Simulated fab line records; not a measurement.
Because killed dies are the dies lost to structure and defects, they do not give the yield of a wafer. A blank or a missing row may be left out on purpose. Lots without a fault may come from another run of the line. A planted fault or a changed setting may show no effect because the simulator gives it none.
fab line records ; flow n5Finfet
record lots=7; wafers=21
route steps=1938 shown ZERO_LAYER@9 WELL_APT@24 FIN_SAQP@100 FIN_CUT@169 DUMMY_GATE@224
startH: the number of hours between the record's first day and the start of the first shown wafer of the lot ; waitH: hours elapsed since this lot's preceding step ; " the same as in the row above ; L1.1+2: several wafers, shown together as one row ; - no value, or no start was given ; * or withheld: withheld ; < > ~ a bound
route shown NAME@n: names a module that has steps shown in the file, with the first one's number in the route ; usual: mean/standard deviation of fault-free wafers ; same: alike in all rows ; chamber/n: place in a boat ; sites: the reading at each site ; _std_site: how widely they spread, as a standard deviation ; _edge_site: the outer-site mean with the inner-site mean subtracted ; radiusMm: how far each site lies from the wafer's centre ; mask NAME#n: copy n ; behind: the tool/chamber that last shaped the wafer ; hold: why the lot went on hold/how many hours it stayed there/how the hold came to an end ; device: the transistor (n, p or np) that didn't switch ; end of line: the same wafers' tests at the end of the route ; where a step has no rows: the recipe by itself ; killed: not the wafer's yield, but the dies lost to structure and defects at the first sort ; map: a wafer's dies, x killed, . not, _ none there
set.NAME: the setting that was run; set.NAME@STEP: the one run at that earlier step ; model.NAME: the simulator's own value behind a step, which no gauge read
lots with deliberately changed settings; one table per step, one row per wafer
## steps
# step N5_ZERO_LAYER_EXPOSE_08
# recipe maskId=ZERO; na=0.55; sourceShape=conventional; sigmaOuter=0.8; polarization=unpolarized; defocusNm=0; targetCdNm=2000; doseMj=16.2
lot.wafer;tool;chamber;startH;waitH;mask;set.doseMj
L079.1;krfScanner-02;0;42.48;-;ZERO#0;15.32
L079.2+6;krfScanner-02;0;42.48;-;ZERO#0;16.2
L080.2+5;krfScanner-01;0;48.62;-;ZERO#0;17.37
L080.3;krfScanner-01;0;48.62;-;ZERO#0;16.2
L082.2+3;krfScanner-02;0;60.47;-;ZERO#0;17.39
L082.5;krfScanner-02;0;60.47;-;ZERO#0;16.2
L085.1+2;krfScanner-02;0;78.49;-;ZERO#0;16.2
L085.5;krfScanner-02;0;78.49;-;ZERO#0;16.54
L093.2+4+5;krfScanner-02;0;126.47;-;ZERO#0;16.2
L094.1+3+5;krfScanner-01;0;132.59;-;ZERO#0;16.2
L097.2+3;krfScanner-01;0;150.60;-;ZERO#0;16.2
L097.6;krfScanner-01;0;150.60;-;ZERO#0;16.96
# step N5_ZERO_LAYER_DEVELOP_10
# recipe developTimeS=60; rinseLiquid=diw; dry=airSpin; devTempC=21
lot.wafer;tool;chamber;startH;waitH;set.developTimeS
L079.1;lithoTrack-01;0;-;-;60
L079.2+6;lithoTrack-01;0;-;-;71.16
L080.2+3;lithoTrack-01;0;-;-;60
L080.5;lithoTrack-01;0;-;-;68.79
L082.2+3+5;lithoTrack-01;0;-;-;60
L085.1+2+5;lithoTrack-01;0;-;-;60
L093.2+4+5;lithoTrack-01;0;-;-;60
L094.1+3+5;lithoTrack-04;0;-;-;60
L097.2+3+6;lithoTrack-04;0;-;-;60
# step N5_ZERO_LAYER_HARDBAKE_23
# recipe tempC=130; timeS=120
# step N5_ZERO_LAYER_CD_MEAS_11
# recipe targetCdNm=2000; landingEnergyEv=500; detector=seInlens
# usual cdNm=2000.2/1.7
lot.wafer;tool;chamber;startH;waitH;set.doseMj@ZERO_LAYER_EXPOSE_08;cdNm
L079.1;cdSem-01;0;42.66;-;15.32;1991.8
L079.2;cdSem-01;0;42.66;-;16.2;2003.8
L079.6;cdSem-01;0;42.66;-;16.2;2005.0
L080.2;cdSem-02;0;48.79;-;17.37;2012.8
L080.3;cdSem-02;0;48.79;-;16.2;1997.8
L080.5;cdSem-02;0;48.79;-;17.37;2016.8
L082.2;cdSem-03;0;60.64;-;17.39;2014.6
L082.3;cdSem-03;0;60.64;-;17.39;2014.8
L082.5;cdSem-03;0;60.64;-;16.2;1999.7
L085.1;cdSem-01;0;78.66;-;16.2;2002.4
L085.2;cdSem-01;0;78.66;-;16.2;2002.0
L085.5;cdSem-01;0;78.66;-;16.54;2005.5
L093.2;cdSem-03;0;126.65;-;16.2;1998.8
L093.4;cdSem-03;0;126.65;-;16.2;1998.8
L093.5;cdSem-03;0;126.65;-;16.2;1999.7
L094.1;cdSem-03;0;132.77;-;16.2;2000.2
L094.3;cdSem-03;0;132.77;-;16.2;1997.3
L094.5;cdSem-03;0;132.77;-;16.2;1998.6
L097.2;cdSem-01;0;150.77;-;16.2;1999.2
L097.3;cdSem-01;0;150.77;-;16.2;1999.2
L097.6;cdSem-01;0;150.77;-;16.96;2009.1
# step N5_ZERO_LAYER_DESCUM_16
# recipe chemistry=O2; timeS=7.9; sourcePowerW=50; biasPowerW=20; pressureMtorr=20; rfFrequencyHz=2.712e+07; tempC=40; o2FlowSccm=225
lot.wafer;tool;chamber;startH;waitH;set.doseMj@ZERO_LAYER_EXPOSE_08;model.ZERO_LAYER.cdNm
L079.1;rieDiel-03;3;42.77;0.1;15.32;1992
L079.2;rieDiel-03;0;42.77;0.1;16.2;2004
L079.6;rieDiel-03;3;42.77;0.1;16.2;2005
L080.2;rieDiel-04;3;49.02;0.2;17.37;2013
L080.3;rieDiel-04;2;49.02;0.2;16.2;1998
L080.5;rieDiel-04;0;49.02;0.2;17.37;2017
L082.2+3;rieDiel-03;3,1;60.68;0.0;17.39;2015
L082.5;rieDiel-03;3;60.68;0.0;16.2;2000
L085.1;rieDiel-02;2;78.70;0.0;16.2;2003
L085.2;rieDiel-02;0;78.70;0.0;16.2;2002
L085.5;rieDiel-02;0;78.70;0.0;16.54;2006
L093.2;rieDiel-04;1;126.68;0.0;16.2;1999
L093.4;rieDiel-04;3;126.68;0.0;16.2;-
L093.5;rieDiel-04;1;126.68;0.0;16.2;2000
L094.1;rieDiel-03;1;132.81;0.0;16.2;2000
L094.3;rieDiel-03;0;132.81;0.0;16.2;1997
L094.5;rieDiel-03;3;132.81;0.0;16.2;1999
L097.2+3;rieDiel-03;0,3;150.81;0.0;16.2;1999
L097.6;rieDiel-03;3;150.81;0.0;16.96;2009
# step N5_WELL_APT_EXPOSE_05
# recipe maskId=NWELL; na=0.8; sourceShape=conventional; sigmaOuter=0.8; polarization=unpolarized; defocusNm=0; targetCdNm=200; doseMj=20.3
lot.wafer;tool;chamber;startH;waitH;mask;set.doseMj
L079.1+6;krfScanner-02;0;43.60;-;NWELL#0;20.3
L079.2;krfScanner-02;0;43.60;-;NWELL#0;19.03
L080.2+3+5;krfScanner-01;0;49.87;-;NWELL#0;20.3
L082.2+3;krfScanner-02;0;61.52;-;NWELL#0;19.92
L082.5;krfScanner-02;0;61.52;-;NWELL#0;20.3
L085.1+2;krfScanner-02;0;79.57;-;NWELL#0;20.3
L085.5;krfScanner-02;0;79.57;-;NWELL#0;21.61
L093.2+4;krfScanner-02;0;127.53;-;NWELL#0;19.48
L093.5;krfScanner-02;0;127.53;-;NWELL#0;20.3
L094.1+3+5;krfScanner-01;0;133.64;-;NWELL#0;20.3
L097.2+3+6;krfScanner-02;0;151.52;-;NWELL#0;20.3
# step N5_WELL_APT_PEB_06
# recipe pebTempC=130; pebTimeS=90
lot.wafer;tool;chamber;startH;waitH;set.pebTimeS
L079.1+2+6;lithoTrack-02;0;43.66;0.1;90
L080.2+5;lithoTrack-02;0;49.92;0.0;77.82
L080.3;lithoTrack-02;0;49.92;0.0;90
L082.2+3+5;lithoTrack-05;0;61.57;0.0;90
L085.1;lithoTrack-03;0;79.62;0.1;90
L085.2+5;lithoTrack-03;0;79.62;0.1;100.8
L093.2+4+5;lithoTrack-02;0;127.58;0.0;90
L094.1+3+5;lithoTrack-05;0;133.70;0.1;90
L097.2+6;lithoTrack-03;0;151.57;0.0;90
L097.3;lithoTrack-03;0;151.57;0.0;74.83
# step N5_WELL_APT_DEVELOP_07
# recipe developTimeS=45; rinseLiquid=surfactantRinse; dry=airSpin; devTempC=21
# step N5_WELL_APT_HARDBAKE_12
# recipe tempC=130; timeS=120
# step N5_WELL_APT_CD_MEAS_08
# recipe targetCdNm=200; landingEnergyEv=500; detector=seInlens
# usual cdNm=200.0/1.4
lot.wafer;tool;chamber;startH;waitH;set.doseMj@WELL_APT_EXPOSE_05;set.pebTimeS@WELL_APT_PEB_06;cdNm
L079.1;cdSem-01;0;43.78;-;20.3;90;199.9
L079.2;cdSem-01;0;43.78;-;19.03;90;191.3
L079.6;cdSem-01;0;43.78;-;20.3;90;201.8
L080.2;cdSem-03;0;50.03;-;20.3;77.82;192.7
L080.3;cdSem-03;0;50.03;-;20.3;90;196.5
L080.5;cdSem-03;0;50.03;-;20.3;77.82;193.0
L082.2;cdSem-01;0;61.68;-;19.92;90;198.0
L082.3;cdSem-01;0;61.68;-;19.92;90;197.5
L082.5;cdSem-01;0;61.68;-;20.3;90;201.4
L085.1;cdSem-01;0;79.74;-;20.3;90;197.6
L085.2;cdSem-01;0;79.74;-;20.3;100.8;203.2
L085.5;cdSem-01;0;79.74;-;21.61;100.8;213.6
L093.2;cdSem-02;0;127.70;-;19.48;90;193.2
L093.4;cdSem-02;0;127.70;-;19.48;90;194.3
L093.5;cdSem-02;0;127.70;-;20.3;90;200.7
L094.1;cdSem-02;0;133.81;-;20.3;90;199.1
L094.3;cdSem-02;0;133.81;-;20.3;90;201.0
L094.5;cdSem-02;0;133.81;-;20.3;90;198.5
L097.2;cdSem-01;0;151.69;-;20.3;90;200.3
L097.3;cdSem-01;0;151.69;-;20.3;74.83;193.9
L097.6;cdSem-01;0;151.69;-;20.3;90;199.7
# step N5_WELL_APT_DESCUM_13
# recipe chemistry=O2; timeS=7.9; sourcePowerW=50; biasPowerW=20; pressureMtorr=20; rfFrequencyHz=2.712e+07; tempC=40; o2FlowSccm=225
lot.wafer;tool;chamber;startH;waitH;set.doseMj@WELL_APT_EXPOSE_05;set.pebTimeS@WELL_APT_PEB_06;model.WELL_APT.cdNm
L079.1;rieDiel-06;2;44.14;0.3;20.3;90;200.1
L079.2;rieDiel-06;3;44.14;0.3;19.03;90;191.3
L079.6;rieDiel-06;2;44.14;0.3;20.3;90;201.9
L080.2;rieDiel-01;3;50.39;0.3;20.3;77.82;192.4
L080.3;rieDiel-01;0;50.39;0.3;20.3;90;196.5
L080.5;rieDiel-01;0;50.39;0.3;20.3;77.82;192.9
L082.2;rieDiel-01;1;61.90;0.2;19.92;90;197.7
L082.3;rieDiel-01;0;61.90;0.2;19.92;90;197
L082.5;rieDiel-01;3;61.90;0.2;20.3;90;201.4
L085.1;rieDiel-01;1;79.83;0.0;20.3;90;197.5
L085.2;rieDiel-01;2;79.83;0.0;20.3;100.8;203.1
L085.5;rieDiel-01;0;79.83;0.0;21.61;100.8;213.4
L093.2;rieDiel-05;2;127.85;0.1;19.48;90;193.3
L093.4;rieDiel-05;1;127.85;0.1;19.48;90;194.7
L093.5;rieDiel-05;0;127.85;0.1;20.3;90;200.6
L094.1;rieDiel-05;3;133.90;0.0;20.3;90;199.1
L094.3;rieDiel-05;0;133.90;0.0;20.3;90;200.8
L094.5;rieDiel-05;3;133.90;0.0;20.3;90;198.6
L097.2;rieDiel-06;3;151.84;0.1;20.3;90;200.8
L097.3;rieDiel-06;2;151.84;0.1;20.3;74.83;193.8
L097.6;rieDiel-06;2;151.84;0.1;20.3;90;199.7
# step N5_FIN_SAQP_PECVD_06
# recipe material=a-Si; targetThkA=600; tempC=400; precursor=SiH4/He; pressureTorr=3; rfW=100; timeS=48.1
lot.wafer;tool;chamber;startH;waitH;set.timeS;model.a-Si_of_FIN_SAQP_PECVD_06.thkNm
L079.1;pecvd-03;0;51.56;0.0;48.1;59.66
L079.2;pecvd-03;2;51.56;0.0;48.1;59.21
L079.6;pecvd-03;2;51.56;0.0;53.44;67.44
L080.2;pecvd-02;0;59.14;0.0;48.1;59.56
L080.3;pecvd-02;2;59.14;0.0;48.1;59.57
L080.5;pecvd-02;0;59.14;0.0;48.1;61.11
L082.2;pecvd-03;2;70.79;0.0;54.12;67.98
L082.3;pecvd-03;1;70.79;0.0;48.1;59.78
L082.5;pecvd-03;2;70.79;0.0;54.12;69.07
L085.1;pecvd-04;0;88.71;0.0;48.1;60.08
L085.2;pecvd-04;2;88.71;0.0;48.1;60.92
L085.5;pecvd-04;0;88.71;0.0;48.1;61.43
L093.2;pecvd-04;1;136.83;0.0;48.1;60.15
L093.4;pecvd-04;1;136.83;0.0;48.1;60.91
L093.5;pecvd-04;0;136.83;0.0;48.1;60.41
L094.1;pecvd-03;1;141.38;0.0;48.1;58.67
L094.3;pecvd-03;0;141.38;0.0;48.1;58.31
L094.5;pecvd-03;0;141.38;0.0;48.1;60.3
L097.2;pecvd-04;0;160.87;0.0;48.1;59.6
L097.3;pecvd-04;2;160.87;0.0;53.72;66.77
L097.6;pecvd-04;2;160.87;0.0;53.72;67.7
# step N5_FIN_SAQP_THK_MEAS_07
# usual thkNm=60.0/0.83
lot.wafer;tool;chamber;startH;waitH;set.timeS@FIN_SAQP_PECVD_06;thkNm
L079.1;filmMetro-01;-;51.65;0.1;48.1;59.7
L079.2;filmMetro-01;-;51.65;0.1;48.1;59.2
L079.6;filmMetro-01;-;51.65;0.1;53.44;67.5
L080.2;filmMetro-01;-;59.23;0.1;48.1;59.5
L080.3;filmMetro-01;-;59.23;0.1;48.1;59.6
L080.5;filmMetro-01;-;59.23;0.1;48.1;61.1
L082.2;filmMetro-01;-;70.88;0.1;54.12;68.0
L082.3;filmMetro-01;-;70.88;0.1;48.1;59.8
L082.5;filmMetro-01;-;70.88;0.1;54.12;69.0
L085.1;filmMetro-01;-;88.80;0.1;48.1;60.1
L085.2;filmMetro-01;-;88.80;0.1;48.1;60.9
L085.5;filmMetro-01;-;88.80;0.1;48.1;61.4
L093.2;filmMetro-01;-;136.92;0.1;48.1;60.2
L093.4;filmMetro-01;-;136.92;0.1;48.1;60.9
L093.5;filmMetro-01;-;136.92;0.1;48.1;60.4
L094.1;filmMetro-02;-;141.47;0.1;48.1;58.7
L094.3;filmMetro-02;-;141.47;0.1;48.1;58.3
L094.5;filmMetro-02;-;141.47;0.1;48.1;60.3
L097.2;filmMetro-02;-;160.96;0.1;48.1;59.6
L097.3;filmMetro-02;-;160.96;0.1;53.72;66.8
L097.6;filmMetro-02;-;160.96;0.1;53.72;67.7
# step N5_FIN_SAQP_PEB_14
# recipe pebTempC=withheld; pebTimeS=60; resist=CAR-ArF
lot.wafer;tool;chamber;startH;waitH;set.pebTimeS
L079.1;lithoTrack-02;0;52.06;0.1;60
L079.2+6;lithoTrack-02;0;52.06;0.1;48.34
L080.2;lithoTrack-04;0;59.65;0.0;60
L080.3+5;lithoTrack-04;0;59.65;0.0;54.43
L082.2;lithoTrack-02;0;71.17;0.0;64.85
L082.3+5;lithoTrack-02;0;71.17;0.0;60
L085.1+2;lithoTrack-02;0;89.09;0.1;60
L085.5;lithoTrack-02;0;89.09;0.1;50.81
L093.2+5;lithoTrack-03;0;137.21;0.0;49.64
L093.4;lithoTrack-03;0;137.21;0.0;60
L094.1+3+5;lithoTrack-04;0;141.88;0.1;60
L097.2;lithoTrack-04;0;161.38;0.0;56.22
L097.3+6;lithoTrack-04;0;161.38;0.0;60
# step N5_FIN_SAQP_DEVELOP_15
# recipe developTimeS=30; developer=TMAH; resist=CAR-ArF; devTempC=23; rinseLiquid=diw; dry=airSpin
# step N5_FIN_SAQP_CD_MEAS_16
# recipe targetCdNm=35.6; landingEnergyEv=500; detector=seInlens
# usual cdNm=35.5/0.32
lot.wafer;tool;chamber;startH;waitH;set.pebTimeS@FIN_SAQP_PEB_14;cdNm
L079.1;cdSem-03;0;52.13;-;60;35.6
L079.2;cdSem-03;0;52.13;-;48.34;38.8
L079.6;cdSem-03;0;52.13;-;48.34;38.8
L080.2;cdSem-01;0;59.72;-;60;35.7
L080.3;cdSem-01;0;59.72;-;54.43;36.9
L080.5;cdSem-01;0;59.72;-;54.43;36.9
L082.2;cdSem-03;0;71.24;-;64.85;34.6
L082.3;cdSem-03;0;71.24;-;60;35.9
L082.5;cdSem-03;0;71.24;-;60;35.6
L085.1;cdSem-01;0;89.16;-;60;35.4
L085.2;cdSem-01;0;89.16;-;60;35.7
L085.5;cdSem-01;0;89.16;-;50.81;37.4
L093.2;cdSem-01;0;137.28;-;49.64;38.4
L093.4;cdSem-01;0;137.28;-;60;35.9
L093.5;cdSem-01;0;137.28;-;49.64;39.1
L094.1;cdSem-03;0;141.95;-;60;35.5
L094.3;cdSem-03;0;141.95;-;60;36.1
L094.5;cdSem-03;0;141.95;-;60;35.8
L097.2;cdSem-03;0;161.45;-;56.22;36.7
L097.3;cdSem-03;0;161.45;-;60;35.1
L097.6;cdSem-03;0;161.45;-;60;35.4
# step N5_FIN_SAQP_HM_OPEN_73
# recipe chemistry=CHF3/O2; target=SiO2; stopOn=a-Si; targetDepthA=120; overEtchFrac=1.8; maskMaterial=SOC; timeS=16.8; pressureMtorr=30; sourceW=650; biasW=170; Ar_flow_sccm=200; CHF3_flow_sccm=50; O2_flow_sccm=5; ionEnergyEv=200; ends=endPoint
# step N5_FIN_SAQP_STRIP_74
# recipe chemistry=CHF3/O2; resist=SiARC; rfFrequencyHz=6e+07
# step N5_FIN_SAQP_MANDREL_ETCH_22
# recipe targetDepthA=600; chemistry=HBr/Cl2; target=a-Si; stopOn=SiNx; btTimeS=10; overEtchFrac=0.5; timeS=30; pressureMtorr=10; icpW=800; biasW=75; HBr_flow_sccm=150; Cl2_flow_sccm=80; ends=endPoint
# usual oesProductAu=0.769/0.0095
lot.wafer;tool;chamber;startH;waitH;set.timeS@FIN_SAQP_PECVD_06;oesProductAu;model.etch.depthNm
L079.1;rieSi-01;1;52.52;0.0;48.1;0.772;59.6
L079.2;rieSi-01;2;52.52;0.0;48.1;0.757;59.21
L079.6;rieSi-01;1;52.52;0.0;53.44;0.832;67.44
L080.2;rieSi-01;2;60.10;0.0;48.1;0.763;59.5
L080.3;rieSi-01;1;60.10;0.0;48.1;0.770;59.57
L080.5;rieSi-01;2;60.10;0.0;48.1;0.768;61.06
L082.2;rieSi-01;0;71.62;0.0;54.12;0.825;67.98
L082.3;rieSi-01;3;71.62;0.0;48.1;0.773;59.73
L082.5;rieSi-01;0;71.62;0.0;54.12;0.840;69.01
L085.1;rieSi-01;2;89.54;0.0;48.1;0.763;60.07
L085.2;rieSi-01;3;89.54;0.0;48.1;0.774;60.89
L085.5;rieSi-01;3;89.54;0.0;48.1;0.784;61.43
L093.2;rieSi-06;3;137.67;0.0;48.1;0.767;60.15
L093.4;rieSi-06;1;137.67;0.0;48.1;0.781;60.9
L093.5;rieSi-06;2;137.67;0.0;48.1;0.783;60.38
L094.1;rieSi-01;1;142.33;0.0;48.1;0.760;58.62
L094.3;rieSi-01;2;142.33;0.0;48.1;0.746;58.31
L094.5;rieSi-01;1;142.33;0.0;48.1;0.777;60.29
L097.2;rieSi-01;0;161.83;0.0;48.1;0.768;59.59
L097.3;rieSi-01;2;161.83;0.0;53.72;0.822;66.77
L097.6;rieSi-01;2;161.83;0.0;53.72;0.816;67.7
# step N5_FIN_SAQP_STRIP_55
# recipe chemistry=N2/H2; powerW=500; tempC=40; pressureMtorr=50; rfFrequencyHz=6e+07; overashFraction=0.3; biasPowerW=28; h2Frac=0.5; n2FlowSccm=300; h2FlowSccm=300
# step N5_FIN_SAQP_STRIP_23
# recipe chemistry=SPM; timeS=750; tempC=130; h2so4H2o2VolRatio=4
# step N5_FIN_SAQP_RECESS_75
# recipe chemistry=HF/NH3; target=SiO2; targetDepthA=144; afsCycles=3; tempC=30; sublimationTempC=180; sublimationTimeS=60
# step N5_FIN_SAQP_SPACER1_ALD_24
# recipe material=SiO2; targetThkA=203; tempC=300; aldPrecursorFamily=BDEAS; aldCoReactant=O2-plasma; pulseTimeS=1; purgeTimeS=2; coReactantPurgeTimeS=2; aldCycles=218; pressureTorr=2
# step N5_FIN_SAQP_SPACER1_ETCHBACK_25
# recipe chemistry=CHF3/O2; mode=anisotropicEtchback; target=SiO2; targetDepthA=244; timeS=12.2; pressureMtorr=30; sourceW=650; biasW=170; Ar_flow_sccm=200; CHF3_flow_sccm=50; O2_flow_sccm=5; ionEnergyEv=200
lot.wafer;tool;chamber;startH;waitH;set.timeS@FIN_SAQP_PECVD_06;model.a-Si_of_FIN_SAQP_PECVD_06.thkNm
L079.1;rieDiel-05;1;54.04;0.4;48.1;58.6
L079.2;rieDiel-05;2;54.04;0.4;48.1;58.2
L079.6;rieDiel-05;2;54.04;0.4;53.44;66.6
L080.2+3;rieDiel-01;0,2;61.83;0.6;48.1;58.6
L080.5;rieDiel-01;3;61.83;0.6;48.1;60.2
L082.2;rieDiel-01;1;73.14;0.4;54.12;67
L082.3;rieDiel-01;2;73.14;0.4;48.1;58.8
L082.5;rieDiel-01;1;73.14;0.4;54.12;68
L085.1;rieDiel-06;1;91.10;0.4;48.1;59.2
L085.2;rieDiel-06;3;91.10;0.4;48.1;60
L085.5;rieDiel-06;0;91.10;0.4;48.1;60.6
L093.2;rieDiel-01;1;139.19;0.4;48.1;59.2
L093.4;rieDiel-01;3;139.19;0.4;48.1;60
L093.5;rieDiel-01;0;139.19;0.4;48.1;59.4
L094.1;rieDiel-01;1;144.24;0.4;48.1;57.8
L094.3;rieDiel-01;2;144.24;0.4;48.1;57.4
L094.5;rieDiel-01;2;144.24;0.4;48.1;59.4
L097.2;rieDiel-01;0;164.16;0.4;48.1;58.6
L097.3;rieDiel-01;3;164.16;0.4;53.72;65.8
L097.6;rieDiel-01;3;164.16;0.4;53.72;66.8
# step N5_FIN_CUT_ETCH_21
# recipe chemistry=N2/H2; target=SOC; targetDepthA=2190; overetchA=438; maskMaterial=SiARC; tempC=40; ionEnergyEv=100; biasW=61; timeS=523.5; pressureMtorr=30; sourceW=850; n2FlowSccm=200; h2FlowSccm=200
lot.wafer;tool;chamber;startH;waitH;set.timeS;model.SiARC_of_FIN_CUT_COAT_19.thkNm
L079.1;rieDiel-02;3;57.01;0.0;462.7;13
L079.2+6;rieDiel-02;2,3;57.01;0.0;523.5;12
L080.2+5;rieDiel-02;0,2;65.10;0.0;523.5;12
L080.3;rieDiel-02;1;65.10;0.0;523.5;11.8
L082.2+5;rieDiel-04;2;76.04;0.0;523.5;12.2
L082.3;rieDiel-04;0;76.04;0.0;523.5;12
L085.1+5;rieDiel-03;0,2;94.57;0.0;523.5;12
L085.2;rieDiel-03;3;94.57;0.0;460.6;12.8
L093.2+5;rieDiel-02;2;142.54;0.0;472.8;12.8
L093.4;rieDiel-02;0;142.54;0.0;523.5;12
L094.1+3;rieDiel-03;2,3;147.56;0.0;523.5;12
L094.5;rieDiel-03;2;147.56;0.0;523.5;11.8
L097.2;rieDiel-04;2;168.36;0.0;523.5;12.2
L097.3;rieDiel-04;1;168.36;0.0;453.1;13
L097.6;rieDiel-04;1;168.36;0.0;523.5;12
# step N5_FIN_CUT_CUT_ETCH_15
# recipe chemistry=HBr/Cl2/O2; target=Si; targetDepthA=1000; btTimeS=10; maskMaterial=SOC; timeS=42.4; ionEnergyEv=*; biasW=*; pressureMtorr=10; icpW=800; HBr_flow_sccm=150; Cl2_flow_sccm=80; O2_flow_sccm=12
lot.wafer;tool;chamber;startH;waitH;set.biasW;model.FIN_CUT.featureDepthNm;model.etch.depthNm
L079.1;rieSi-04;2;57.55;0.1;*;95.8;95.83
L079.2;rieSi-04;1;57.55;0.1;*;102.4;102.3
L079.6;rieSi-04;0;57.55;0.1;*;97;97.05
L080.2;rieSi-02;1;65.64;0.1;*;97.2;97.11
L080.3;rieSi-02;0;65.64;0.1;*;100.8;100.7
L080.5;rieSi-02;0;65.64;0.1;*;99;98.98
L082.2;rieSi-03;2;76.57;0.1;*;99.2;99.27
L082.3;rieSi-03;0;76.57;0.1;*;100.2;100.3
L082.5;rieSi-03;2;76.57;0.1;*;100.2;100.2
L085.1;rieSi-03;1;95.11;0.1;*;102.4;102.4
L085.2;rieSi-03;0;95.11;0.1;*;99.8;99.76
L085.5;rieSi-03;1;95.11;0.1;*;101.2;101.2
L093.2;rieSi-04;3;143.51;0.1;*;101.2;101.3
L093.4;rieSi-04;3;143.51;0.1;*;102;101.9
L093.5;rieSi-04;2;143.51;0.1;*;101.2;101.3
L094.1;rieSi-03;2;148.10;0.1;*;99.6;99.58
L094.3;rieSi-03;0;148.10;0.1;*;99.8;99.72
L094.5;rieSi-03;0;148.10;0.1;*;100.2;100.2
L097.2;rieSi-02;2;168.89;0.1;*;99;99
L097.3;rieSi-02;3;168.89;0.1;*;98.8;98.83
L097.6;rieSi-02;0;168.89;0.1;*;101.6;101.7
# step N5_DUMMY_GATE_COAT_28
# recipe resist=underlayer; tempC=205; timeS=60; spinRpm=1500; resistThkNm=10
lot.wafer;tool;chamber;startH;waitH;set.spinRpm;model.underlayer_of_DUMMY_GATE_COAT_28.thkNm
L079.1+2+6;lithoTrack-02;0;-;-;1500;10
L080.2+3+5;lithoTrack-02;0;-;-;1500;10
L082.2;lithoTrack-01;0;-;-;1500;10
L082.3+5;lithoTrack-01;0;-;-;1431;10.2
L085.1+2;lithoTrack-02;0;-;-;1500;10
L085.5;lithoTrack-02;0;-;-;1356;10.6
L093.2;lithoTrack-04;0;-;-;1500;10
L093.4+5;lithoTrack-04;0;-;-;1556;9.8
L094.1+3+5;lithoTrack-01;0;-;-;1500;10
L097.2;lithoTrack-02;0;-;-;1383;10.4
L097.3+6;lithoTrack-02;0;-;-;1500;10
## key
split step=N5_ZERO_LAYER_EXPOSE_08; setting=doseMj; stated=16.2; by=wafer
response step=N5_ZERO_LAYER_CD_MEAS_11; reading=cdNm; change=+2.19; per=1%; r=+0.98
response step=N5_ZERO_LAYER_DESCUM_16; reading=model.ZERO_LAYER.cdNm; change=+2.19; per=1%; r=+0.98
split step=N5_ZERO_LAYER_DEVELOP_10; setting=developTimeS; stated=60; by=wafer
response none clear
split step=N5_WELL_APT_EXPOSE_05; setting=doseMj; stated=20.3; by=wafer
response step=N5_WELL_APT_CD_MEAS_08; reading=cdNm; change=+1.79; per=1%; r=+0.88
response step=N5_WELL_APT_DESCUM_13; reading=model.WELL_APT.cdNm; change=+1.78; per=1%; r=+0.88
split step=N5_WELL_APT_PEB_06; setting=pebTimeS; stated=90; by=wafer
response step=N5_WELL_APT_CD_MEAS_08; reading=cdNm; slope=+0.358; per=1%; togetherWith=doseMj@WELL_APT_EXPOSE_05; explained=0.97
response step=N5_WELL_APT_DESCUM_13; reading=model.WELL_APT.cdNm; slope=+0.37; per=1%; togetherWith=doseMj@WELL_APT_EXPOSE_05; explained=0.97
split step=N5_FIN_SAQP_PECVD_06; setting=timeS; stated=48.1; by=wafer
response step=N5_FIN_SAQP_PECVD_06; reading=model.a-Si_of_FIN_SAQP_PECVD_06.thkNm; change=+0.691; per=1%; r=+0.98
response step=N5_FIN_SAQP_THK_MEAS_07; reading=thkNm; change=*; per=1%; r=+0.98
response step=N5_FIN_SAQP_MANDREL_ETCH_22; reading=oesProductAu; change=+0.00502; per=1%; r=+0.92
response step=N5_FIN_SAQP_MANDREL_ETCH_22; reading=model.etch.depthNm; change=+0.692; per=1%; r=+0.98
response step=N5_FIN_SAQP_SPACER1_ETCHBACK_25; reading=model.a-Si_of_FIN_SAQP_PECVD_06.thkNm; change=+0.696; per=1%; r=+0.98
split step=N5_FIN_SAQP_PEB_14; setting=pebTimeS; stated=60; by=wafer
response step=N5_FIN_SAQP_CD_MEAS_16; reading=cdNm; change=-0.153; per=1%; r=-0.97
split step=N5_FIN_CUT_ETCH_21; setting=timeS; stated=523.5; by=wafer
response step=N5_FIN_CUT_ETCH_21; reading=model.SiARC_of_FIN_CUT_COAT_19.thkNm; change=-0.0742; per=1%; r=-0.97
split step=N5_FIN_CUT_CUT_ETCH_15; setting=biasW; stated=*; by=wafer
response step=N5_FIN_CUT_CUT_ETCH_15; reading=model.FIN_CUT.featureDepthNm; change=+0.261; per=1%; r=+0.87
response step=N5_FIN_CUT_CUT_ETCH_15; reading=model.etch.depthNm; change=+0.26; per=1%; r=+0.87
split step=N5_DUMMY_GATE_COAT_28; setting=spinRpm; stated=1500; by=wafer
response step=N5_DUMMY_GATE_COAT_28; reading=model.underlayer_of_DUMMY_GATE_COAT_28.thkNm; change=-0.0561; per=1%; r=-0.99
